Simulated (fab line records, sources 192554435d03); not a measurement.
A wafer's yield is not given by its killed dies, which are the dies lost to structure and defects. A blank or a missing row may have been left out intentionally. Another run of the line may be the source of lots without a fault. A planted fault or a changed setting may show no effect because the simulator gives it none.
What tool caused it?	flow n5 finfet	24 lots, 72 wafers sampled, at 4 steps of a route of 1938

## WHAT EACH GAUGE READ, for each wafer
N5_BEOL_M3_INSPECT_30: inspects for defects (brightfield). Usual: 444 for raw defect count, sd 110.
lot	measured	on	raw defect count	flag
L074	day 7 03:43	defect inspect-01	422 545 383	
L075	day 7 09:02	defect inspect-02	366 357 337	
L076	day 7 11:34	defect inspect-01	357 381 514	
L078	day 7 14:57	defect inspect-01	444 320 365	
L077	day 7 21:41	defect inspect-02	355 466 418	
L079	day 8 04:43	defect inspect-01	402 501 542	
L080	day 8 21:48	defect inspect-01	547 377 491	
L081	day 9 09:20	defect inspect-02	519 449 472	
L084	day 9 09:31	defect inspect-02	451 394 353	
L082	day 9 10:16	defect inspect-01	462 643 512	
L083	day 9 10:28	defect inspect-01	479 367 539	
L085	day 9 14:26	defect inspect-01	617 569 514	
L086	day 9 17:11	defect inspect-01	434 420 377	
L087	day 9 21:40	defect inspect-01	393 477 431	
L089	day 11 07:24	defect inspect-02	330 247 247	
L088	day 11 07:38	defect inspect-01	420 408 373	
L090	day 11 08:51	defect inspect-01	415 370 427	
L091	day 11 14:17	defect inspect-02	367 357 334	
L092	day 11 16:56	defect inspect-01	426 296 335	
L093	day 11 19:35	defect inspect-01	301 391 322	
L095	day 12 05:23	defect inspect-02	571 461 569	
L094	day 12 05:27	defect inspect-01	538 428 488	
L097	day 12 23:02	defect inspect-01	694 575 602	
L096	day 13 03:11	defect inspect-02	344 303 277	

N5_BEOL_M3_CD_MEAS_35: target cd 18 nm, target cd y 21 nm. Usual: 17.96 nm for cd nm, sd 0.26.
lot	measured	on	cd nm (nm)	flag
L074	day 7 06:56	cd sem-01	18.09 18.28 18.16	
L075	day 7 10:35	cd sem-01	17.80 17.44 18.06	
L076	day 7 13:24	cd sem-02	18.39 18.33 17.97	
L078	day 7 22:24	cd sem-01	18.04 17.97 17.94	
L077	day 7 23:32	cd sem-01	17.91 17.37 18.02	
L079	day 8 06:21	cd sem-01	18.28 17.76 18.07	
L080	day 8 22:49	cd sem-02	17.80 17.46 18.08	
L081	day 9 13:10	cd sem-02	18.05 18.19 18.06	
L084	day 9 13:13	cd sem-01	17.92 17.69 17.98	
L082	day 9 16:28	cd sem-01	17.90 17.58 17.62	
L083	day 9 16:40	cd sem-03	18.59 18.57 17.41	
L085	day 9 19:20	cd sem-02	17.71 18.01 18.53	
L086	day 9 19:27	cd sem-01	17.66 18.12 18.09	
L087	day 9 23:33	cd sem-02	17.94 18.00 17.71	
L089	day 11 08:22	cd sem-01	17.68 18.03 17.89	
L088	day 11 08:29	cd sem-02	18.24 17.73 18.17	
L090	day 11 09:41	cd sem-01	18.01 18.07 17.85	
L091	day 11 15:55	cd sem-02	17.93 18.15 17.77	
L092	day 11 17:47	cd sem-01	17.92 17.63 18.00	
L093	day 11 20:43	cd sem-01	17.68 17.58 18.04	
L095	day 12 08:14	cd sem-03	17.98 17.89 17.97	
L094	day 12 17:19	cd sem-02	18.21 18.18 17.88	
L097	day 13 00:32	cd sem-02	18.66 17.92 18.05	
L096	day 13 07:04	cd sem-02	17.79 17.73 17.78	

## TOOL THAT RAN EACH LOT (tool first, then ch and the chambers of the sampled wafers, then the start)
lot	N5_BEOL_M3_HM_OPEN_17	N5_BEOL_M3_STRIP_97
L074	rie metal-02 ch 0,1, day 7 03:01	rie diel-01 ch 1,3, day 7 06:56 or earlier
L075	rie metal-03 ch 0, day 7 08:07	rie diel-01 ch 0,3, day 7 10:35 or earlier
L076	rie metal-02 ch 0,1, day 7 10:49	rie diel-03 ch 1,2,3, day 7 13:24 or earlier
L078	rie metal-03 ch 0,1, day 7 14:23	rie diel-01 ch 0,3, day 7 22:24 or earlier
L077	rie metal-02 ch 0,1, day 7 21:06	rie diel-01 ch 0,3, day 7 23:32 or earlier
L079	rie metal-03 ch 0,1, day 8 04:05	rie diel-03 ch 0,1,2, day 8 06:21 or earlier
L080	rie metal-01 ch 0,1, day 8 21:14	rie diel-01 ch 0,1, day 8 22:49 or earlier
L081	rie metal-01 ch 0,1, day 9 08:43	rie diel-01 ch 0,3, day 9 13:10 or earlier
L084	rie metal-03 ch 0,1, day 9 08:46	rie diel-04 ch 0,1,2, day 9 13:13 or earlier
L082	rie metal-01 ch 1, day 9 09:29	rie diel-01 ch 0,3, day 9 16:28 or earlier
L083	rie metal-01 ch 0,1, day 9 09:45	rie diel-03 ch 0,1, day 9 16:40 or earlier
L085	rie metal-01 ch 0,1, day 9 13:51	rie diel-04 ch 0,2, day 9 19:20 or earlier
L086	rie metal-01 ch 0,1, day 9 16:31	rie diel-01 ch 0,1,3, day 9 19:27 or earlier
L087	rie metal-01 ch 0,1, day 9 20:58	rie diel-03 ch 1,2,3, day 9 23:33 or earlier
L089	rie metal-02 ch 0,1, day 11 06:46	rie diel-03 ch 0,3, day 11 08:22 or earlier
L088	rie metal-03 ch 0, day 11 07:01	rie diel-01 ch 1,2, day 11 08:29 or earlier
L090	rie metal-03 ch 0,1, day 11 08:16	rie diel-01 ch 1,2, day 11 09:41 or earlier
L091	rie metal-02 ch 0,1, day 11 13:30	rie diel-01 ch 1,3, day 11 15:55 or earlier
L092	rie metal-01 ch 0,1, day 11 16:21	rie diel-04 ch 1,3, day 11 17:47 or earlier
L093	rie metal-03 ch 0,1, day 11 18:53	rie diel-04 ch 0,1,3, day 11 20:43 or earlier
L095	rie metal-01 ch 0,1, day 12 04:30	rie diel-03 ch 0,1,3, day 12 08:14 or earlier
L094	rie metal-03 ch 0,1, day 12 04:31	rie diel-04 ch 0,1,2, day 12 17:19 or earlier
L097	rie metal-01 ch 0,1, day 12 22:26	rie diel-04 ch 0,1,3, day 13 00:32 or earlier
L096	rie metal-01 ch 0,1, day 13 02:34	rie diel-04 ch 0,2,3, day 13 07:04 or earlier
- N5_BEOL_M3_HM_OPEN_17: chemistry Cl2/BCl3, target TiN, target depth 20 nm, overetch 6 nm.
- N5_BEOL_M3_STRIP_97: strips in N2/H2, time 10 s.

## AS READ BY THE TOOLS THEMSELVES (means over the sampled wafers that have a number; for cases with no such wafer, the mark the record gives instead)
N5_BEOL_M3_HM_OPEN_17. Usual: bcl3 flow sccm 21.74 sccm, standard deviation 0.062; drypump motor current A 5.6 A, standard deviation 0.39; oes product au 0.69 a.u., standard deviation 0.062; throttle valve pct 22.08 %, standard deviation 0.24.
lot	tool	bcl3 flow sccm (sccm)	drypump motor current A (A)	oes product au (a.u.)	throttle valve pct (%)	flag
L074	rie metal-02	21.71	5.7	0.69	22.22	
L075	rie metal-03	21.76	5.3	0.76	21.61	
L076	rie metal-02	21.77	5.3	0.62	22.20	
L078	rie metal-03	21.74	5.5	0.73	21.77	
L077	rie metal-02	21.70	5.3	0.61	22.22	
L079	rie metal-03	21.77	5.7	0.69	21.94	
L080	rie metal-01	21.78	5.6	0.72	22.10	
L081	rie metal-01	21.78	5.6	0.72	22.09	
L084	rie metal-03	21.76	5.7	0.68	21.95	
L082	rie metal-01	21.75	6.1	0.67	22.31	
L083	rie metal-01	21.75	5.8	0.69	22.22	
L085	rie metal-01	21.72	5.8	0.69	22.21	
L086	rie metal-01	21.77	5.6	0.70	22.11	
L087	rie metal-01	21.73	5.6	0.72	22.09	
L089	rie metal-02	21.72	5.3	0.60	22.23	
L088	rie metal-03	21.72	5.3	0.73	21.63	
L090	rie metal-03	21.69	5.5	0.69	21.80	
L091	rie metal-02	21.73	5.3	0.60	22.22	
L092	rie metal-01	21.78	5.6	0.69	22.12	
L093	rie metal-03	21.74	5.5	0.70	21.80	
L095	rie metal-01	21.76	5.8	0.68	22.22	
L094	rie metal-03	21.77	5.7	0.67	21.97	
L097	rie metal-01	21.65	5.6	0.70	22.11	
L096	rie metal-01	21.79	5.8	0.67	22.22	

N5_BEOL_M3_STRIP_97. Usual: drypump motor current A 5.6 A, standard deviation 0.41; oes product au 0.83 a.u., standard deviation 0.084; rf vpp V 59.3 V, standard deviation 0.84; showerhead plenum p Torr 2.58 Torr, standard deviation 0.099; throttle valve pct 23.58 %, standard deviation 0.26.
lot	tool	drypump motor current A (A)	oes product au (a.u.)	rf vpp V (V)	showerhead plenum p Torr (Torr)	throttle valve pct (%)	flag
L074	rie diel-01	5.8	0.90	60.3	2.66	23.21	
L075	rie diel-01	5.3	0.90	59.0	2.63	23.65	
L076	rie diel-03	5.3	0.87	59.6	2.58	23.75	
L078	rie diel-01	5.3	0.89	59.6	2.63	23.66	
L077	rie diel-01	5.2	0.88	59.3	2.66	23.80	
L079	rie diel-03	5.5	0.80	58.9	2.55	23.73	
L080	rie diel-01	5.4	0.86	59.4	2.69	23.66	
L081	rie diel-01	5.3	0.87	59.5	2.62	23.66	
L084	rie diel-04	5.8	0.73	59.6	2.56	23.65	
L082	rie diel-01	5.3	0.86	59.7	2.62	23.68	
L083	rie diel-03	5.7	0.80	59.6	2.51	23.62	
L085	rie diel-04	5.8	0.68	58.8	2.60	23.74	
L086	rie diel-01	5.5	0.86	59.3	2.65	23.53	
L087	rie diel-03	5.3	0.85	59.7	2.57	23.77	
L089	rie diel-03	4.9	0.87	58.5	2.55	23.69	
L088	rie diel-01	5.7	0.91	59.5	2.56	23.42	
L090	rie diel-01	5.7	0.91	58.8	2.56	23.42	
L091	rie diel-01	5.8	0.83	59.0	2.64	23.25	
L092	rie diel-04	6.3	0.73	58.7	2.42	23.59	
L093	rie diel-04	6.0	0.83	59.2	2.49	23.51	
L095	rie diel-03	5.3	0.86	59.6	2.58	23.62	
L094	rie diel-04	5.8	0.91	59.6	2.55	23.45	
L097	rie diel-04	6.0	0.80	59.4	2.48	23.53	
L096	rie diel-04	6.0	0.85	59.0	2.53	23.48	

## THE ANSWER, worked out from the rows above alone
Rule: a lot counts as off when the mean over its wafers that have a number is more than 3 standard deviations away from the usual mean. A lot without any number at a reading at which 4 lots or more have one is off too. Where the step has rows for the other lots, those lots are counted as sound. After the gauges, taken in route order, come the tools' own readings; for these a lot's mean is taken, as printed above. The first step at which some lot is off is used, and at that step the reading that is off furthest; a lot without a number counts as furthest.
None of the lots is off at any reading shown; this tells nothing.

## WHAT THE SIMULATOR HAD INSERTED
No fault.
